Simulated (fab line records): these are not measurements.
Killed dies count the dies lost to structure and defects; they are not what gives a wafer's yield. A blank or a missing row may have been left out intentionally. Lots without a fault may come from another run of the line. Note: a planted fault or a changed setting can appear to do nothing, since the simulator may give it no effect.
fab line records -- flow n5-finfet
record lots=11, wafers=29, last-day=17
route steps=1938 shown BEOL_M8@1354
lots that met no fault: taken from a fault-free run of the same line
start-h: the number of hours between the record's first day and the start of the first shown wafer of the lot -- wait-h: hours from the lot's prior step to this one -- " identical to the entry in the row above -- L1.1+2: one row covering several wafers at once -- - no value, or no start given -- * or withheld: withheld -- < > ~ a bound
route shown NAME@n: names a module that has steps shown in the file, with the first one's number in the route -- usual: mean and standard deviation over wafers with no fault -- same: alike in all rows -- chamber/n: place in a boat -- sites: the reading at each site -- _std_site: the standard deviation of these -- _edge_site: outer sites' mean less inner sites' -- radius-mm: for every site, how far away it sits from the centre of the wafer -- mask NAME#n: copy n -- behind: the most recent tool/chamber to have shaped the wafer -- hold: cause of the lot's hold/its duration in hours/its outcome -- device: whichever transistor did not switch (one of n, p or np) -- end of line: at the end of the route, the tests of the same wafers -- a step without rows: its recipe alone -- killed: at the first sort, the dies lost to defects and structure; wafer yield is something else -- map: per-die view of a wafer (x killed, . not killed, _ where there is no die)
set.NAME: the setting as run; set.NAME@STEP: as run at that earlier step -- model.NAME: the simulator's own value behind a step, which no gauge read
the route's steps for a sample of lots (tables are steps, rows are wafers)
services: a tool's chamber out of use, with start hour (start-h, from the record's first day; less than 0 if before it), hours out, and reason
## steps
# step N5_BEOL_M8_STRIP_19
# recipe chemistry=O2, power-w=400, temp-c=40, pressure-mtorr=30, rf-frequency-hz=6e+07, bias-power-w=0, overash-fraction=0.2, o2-flow-sccm=225
# usual drypump-motor-current-A=5.7/0.47, oes-product-au=0.80/0.071, rf-vpp-V=3.7/0.6, showerhead-plenum-p-Torr=2.07/0.045, throttle-valve-pct=16.72/0.25
lot.wafer,tool,chamber,start-h,wait-h,drypump-motor-current-A,oes-product-au,rf-hours-counter-h,rf-vpp-V,showerhead-plenum-p-Torr,throttle-valve-pct
L792.4,rie-diel-01,3,203.09,0.1,6.0,0.79,106,4.9,2.09,16.69
L792.5,rie-diel-01,0,203.09,0.1,6.3,0.76,-,4.3,2.11,16.77
L792.6,rie-diel-01,1,203.09,0.1,5.8,0.68,-,4.0,2.08,17.39
L801.2,rie-diel-04,1,254.54,0.1,5.4,0.84,81,4.2,2.14,16.79
L801.3,rie-diel-04,0,254.54,0.1,5.9,0.75,153,3.5,2.00,16.59
L801.6,rie-diel-04,3,254.54,0.1,6.0,0.88,-,3.7,2.05,16.40
L804.5,rie-diel-04,2,276.45,0.0,5.3,0.87,-,3.9,2.06,16.53
L804.6,rie-diel-04,3,276.45,0.0,6.0,0.87,-,4.3,2.04,16.43
L805.1,rie-diel-01,0,286.82,0.2,6.3,0.74,180,4.8,2.10,16.82
L805.5,rie-diel-01,0,286.82,0.2,6.3,0.74,-,2.7,2.10,16.80
L807.1,rie-diel-04,1,295.85,0.2,5.4,0.83,98,3.2,2.13,16.82
L807.3,rie-diel-04,2,295.85,0.2,5.3,0.87,53,3.8,2.06,16.56
L807.5,rie-diel-04,1,295.85,0.2,5.4,0.82,-,4.1,2.13,16.78
L808.2,rie-diel-04,0,296.21,0.2,6.0,0.75,169,2.8,1.99,16.62
L808.6,rie-diel-04,3,296.21,0.2,6.0,0.86,-,3.2,2.04,16.47
L810.2,rie-diel-05,0,306.93,0.1,5.1,0.80,109,2.7,2.02,16.57
L810.3,rie-diel-05,3,306.93,0.1,5.0,0.87,72,3.7,2.03,16.53
L810.4,rie-diel-05,1,306.93,0.1,5.8,0.80,-,3.8,2.05,16.84
L809.1,rie-diel-01,3,311.60,0.1,6.0,0.75,146,3.7,2.08,16.73
L809.2,rie-diel-01,0,311.60,0.1,6.3,0.72,189,3.3,2.10,16.81
L812.2,rie-diel-04,0,314.57,0.2,6.0,0.75,175,3.2,1.99,16.65
L812.5,rie-diel-04,3,314.57,0.2,6.0,0.86,-,3.8,2.04,16.47
L812.6,rie-diel-04,2,314.57,0.2,5.3,0.85,-,3.2,2.06,16.57
L813.4,rie-diel-04,2,330.91,0.1,5.4,0.84,65,3.5,2.06,16.59
L813.5,rie-diel-04,3,330.91,0.1,6.0,0.84,-,2.9,2.04,16.46
L813.6,rie-diel-04,2,330.91,0.1,5.4,0.85,-,4.5,2.06,16.57
L814.2,rie-diel-05,0,342.43,0.3,5.1,0.80,125,3.9,2.01,16.57
L814.4,rie-diel-05,2,342.43,0.3,6.7,0.68,243,2.9,2.04,17.15
L814.6,rie-diel-05,3,342.43,0.3,5.0,0.85,-,4.0,2.03,16.55
# step N5_BEOL_M8_CD_MEAS_18
# recipe pitch-nm=80, target-cd-nm=40
# usual cd-nm=40.3/0.69
lot.wafer,tool,chamber,start-h,wait-h,cd-nm
L792.4,cd-sem-02,-,203.17,0.1,40.0
L792.5,cd-sem-02,-,203.17,0.1,41.4
L792.6,cd-sem-02,-,203.17,0.1,39.2
L801.2,cd-sem-02,-,254.61,0.1,40.5
L801.3,cd-sem-02,-,254.61,0.1,40.5
L801.6,cd-sem-02,-,254.61,0.1,39.9
L804.5,cd-sem-03,-,276.51,0.0,40.3
L804.6,cd-sem-03,-,276.51,0.0,39.8
L805.1,cd-sem-02,-,286.89,0.0,40.1
L805.5,cd-sem-02,-,286.89,0.0,40.1
L807.1,cd-sem-03,-,295.92,0.0,40.2
L807.3,cd-sem-03,-,295.92,0.0,40.4
L807.5,cd-sem-03,-,295.92,0.0,40.1
L808.2,cd-sem-03,-,296.28,0.1,41.5
L808.6,cd-sem-03,-,296.28,0.1,41.5
L810.2,cd-sem-01,-,307.00,0.1,39.8
L810.3,cd-sem-01,-,307.00,0.1,40.5
L810.4,cd-sem-01,-,307.00,0.1,40.4
L809.1,cd-sem-03,-,311.67,0.0,39.7
L809.2,cd-sem-03,-,311.67,0.0,39.7
L812.2,cd-sem-01,-,314.64,0.1,38.3
L812.5,cd-sem-01,-,314.64,0.1,39.7
L812.6,cd-sem-01,-,314.64,0.1,40.3
L813.4,cd-sem-03,-,330.99,0.1,40.4
L813.5,cd-sem-03,-,330.99,0.1,41.4
L813.6,cd-sem-03,-,330.99,0.1,40.4
L814.2,cd-sem-02,-,342.50,0.1,40.4
L814.4,cd-sem-02,-,342.50,0.1,40.0
L814.6,cd-sem-02,-,342.50,0.1,40.4
# step N5_BEOL_M8_STRIP_80
# recipe chemistry=N2/H2, time-s=10, power-w=450, temp-c=40, pressure-mtorr=20, rf-frequency-hz=6e+07, bias-power-w=7, n2-flow-sccm=200, h2-flow-sccm=200
# usual drypump-motor-current-A=5.7/0.47, oes-product-au=0.80/0.073, rf-vpp-V=59.0/0.85, showerhead-plenum-p-Torr=2.52/0.06, throttle-valve-pct=23.8/0.37
lot.wafer,tool,chamber,start-h,wait-h,drypump-motor-current-A,oes-product-au,rf-hours-counter-h,rf-vpp-V,showerhead-plenum-p-Torr,throttle-valve-pct
L792.4,rie-diel-05,2,-,-,6.7,0.73,193,58.6,2.54,24.7
L792.5,rie-diel-05,1,-,-,5.8,0.85,-,58.2,2.44,23.3
L792.6,rie-diel-05,0,-,-,5.1,0.85,-,59.3,2.46,23.8
L801.2,rie-diel-04,1,-,-,5.5,0.84,82,58.0,2.58,23.5
L801.3,rie-diel-04,0,-,-,6.0,0.76,153,58.6,2.46,24.0
L801.6,rie-diel-04,3,-,-,6.1,0.89,-,57.8,2.46,23.3
L804.5,rie-diel-04,2,-,-,5.4,0.87,-,59.0,2.50,23.6
L804.6,rie-diel-04,3,-,-,6.0,0.88,-,58.4,2.46,23.3
L805.1,rie-diel-05,1,-,-,5.8,0.82,89,59.9,2.43,23.3
L805.5,rie-diel-05,0,-,-,5.1,0.82,-,60.0,2.45,23.8
L808.2,rie-diel-01,2,-,-,5.3,0.72,179,59.0,2.64,23.9
L808.6,rie-diel-01,0,-,-,6.3,0.73,-,58.6,2.55,23.9
L807.1,rie-diel-05,1,-,-,5.8,0.80,92,59.2,2.42,23.3
L807.3,rie-diel-05,3,-,-,5.0,0.88,68,60.3,2.46,23.6
L807.5,rie-diel-05,2,-,-,6.7,0.69,-,61.5,2.53,24.8
L810.2,rie-diel-04,3,-,-,6.0,0.86,69,58.0,2.45,23.4
L810.3,rie-diel-04,0,-,-,5.9,0.74,172,59.9,2.45,24.0
L810.4,rie-diel-04,2,-,-,5.4,0.85,57,58.1,2.50,23.6
L809.1,rie-diel-01,0,-,-,6.3,0.72,189,59.4,2.55,23.9
L809.2,rie-diel-01,2,-,-,5.3,0.72,185,60.3,2.63,23.9
L812.2,rie-diel-05,3,-,-,5.0,0.86,76,58.4,2.46,23.6
L812.5,rie-diel-05,3,-,-,5.0,0.87,-,57.4,2.46,23.6
L812.6,rie-diel-05,2,-,-,6.7,0.68,-,58.4,2.52,24.8
L813.4,rie-diel-04,1,-,-,5.4,0.80,109,59.7,2.57,23.6
L813.5,rie-diel-04,1,-,-,5.4,0.82,-,60.3,2.57,23.6
L813.6,rie-diel-04,2,-,-,5.4,0.85,-,59.0,2.49,23.6
L814.2,rie-diel-04,3,-,-,6.0,0.83,81,60.0,2.45,23.4
L814.4,rie-diel-04,2,-,-,5.4,0.84,70,60.7,2.49,23.6
L814.6,rie-diel-04,0,-,-,5.9,0.73,-,60.0,2.44,24.0
# step N5_BEOL_M8_ALD_77
# recipe material=TaN, target-thk-a=20, temp-c=275, ald-precursor-family=PDMAT, ald-co-reactant=NH3, pressure-torr=3, carrier-flow-sccm=1500, pulse-time-s=2, purge-time-s=3, co-reactant-purge-time-s=2, co-reactant-pulse-time-s=3, ald-cycles=40, precursor-vessel-temp-c=75, precursor-vessel-pressure-torr=26.25, precursor-vessel-carrier-sccm=1000
# usual ald-cycles=40/0, heater-power-w=408/44
lot.wafer,tool,chamber,start-h,wait-h,ald-cycles,heater-power-w
L792.4,ald-metal-04,1,206.31,0.1,40,342
L792.5,ald-metal-04,3,206.31,0.1,40,405
L792.6,ald-metal-04,0,206.31,0.1,40,336
L801.2,ald-metal-03,2,256.73,0.0,37,372
L801.3,ald-metal-03,3,256.73,0.0,40,433
L801.6,ald-metal-03,3,256.73,0.0,40,421
L804.5,ald-metal-01,1,279.65,0.2,40,470
L804.6,ald-metal-01,2,279.65,0.2,40,420
L805.1,ald-metal-01,0,290.36,0.0,40,367
L805.5,ald-metal-01,2,290.36,0.0,40,430
L808.2,ald-metal-04,1,298.08,0.1,40,349
L808.6,ald-metal-04,0,298.08,0.1,40,332
L807.1,ald-metal-01,2,298.30,0.2,40,426
L807.3,ald-metal-01,0,298.30,0.2,40,376
L807.5,ald-metal-01,0,298.30,0.2,40,370
L810.2,ald-metal-01,1,309.58,0.0,40,468
L810.3,ald-metal-01,3,309.58,0.0,40,407
L810.4,ald-metal-01,0,309.58,0.0,40,369
L809.1,ald-metal-01,2,314.52,0.0,40,435
L809.2,ald-metal-01,3,314.52,0.0,40,406
L812.2,ald-metal-04,0,317.44,0.0,40,334
L812.5,ald-metal-04,0,317.44,0.0,40,345
L812.6,ald-metal-04,1,317.44,0.0,40,347
L813.4,ald-metal-04,1,334.52,0.0,40,353
L813.5,ald-metal-04,3,334.52,0.0,40,417
L813.6,ald-metal-04,2,334.52,0.0,40,403
L814.2,ald-metal-01,1,344.80,0.1,40,464
L814.4,ald-metal-01,2,344.80,0.1,40,426
L814.6,ald-metal-01,3,344.80,0.1,40,406
## services
tool,chamber,start-h,hours,kind
rie-diel-05,0,185.05,3.2,repair
rie-diel-04,-,190.71,1.6,repair
ald-metal-03,-,198.21,2.6,repair
rie-diel-05,1,230.89,5.4,repair
rie-diel-04,2,242.38,12.5,repair
rie-diel-01,1,260.23,-,clean
rie-diel-01,1,260.23,-,consumable-replace:esc
rie-diel-01,1,260.23,-,consumable-replace:focus-ring
ald-metal-03,-,291.66,0.7,repair
ald-metal-04,2,293.30,21.6,repair
rie-diel-05,2,298.44,8.7,repair
ald-metal-01,0,310.92,5.6,repair
rie-diel-01,2,319.59,4.7,repair
rie-diel-05,3,327.61,10.9,repair
ald-metal-03,-,337.43,14.0,pm
ald-metal-03,0,337.43,14.0,vent-cycle
ald-metal-03,1,337.43,14.0,vent-cycle
ald-metal-03,2,337.43,14.0,vent-cycle
ald-metal-03,3,337.43,14.0,vent-cycle
rie-diel-01,-,342.20,0.2,repair
## key
first-sign step=N5_BEOL_M8_ALD_77, reading=ald-cycles, direction=down, sigmas=99+, usual=*, struck=*
effect none on later readings
met-at N5_BEOL_M8_ALD_77
struck-lots L801
struck-wafers L801.2
not-acting-at N5_BEOL_M8_STRIP_19,N5_BEOL_M8_CD_MEAS_18,N5_BEOL_M8_STRIP_80
fault kind=process-parameter-drift, tool=ald-metal-03, chamber=-, onset-h=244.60, steps=N5_BEOL_M8_ALD_77, channel=ald-cycles, offset=*, shape=step, end-h=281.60, scope=struck-wafers-only, acts-in=*, stated=*
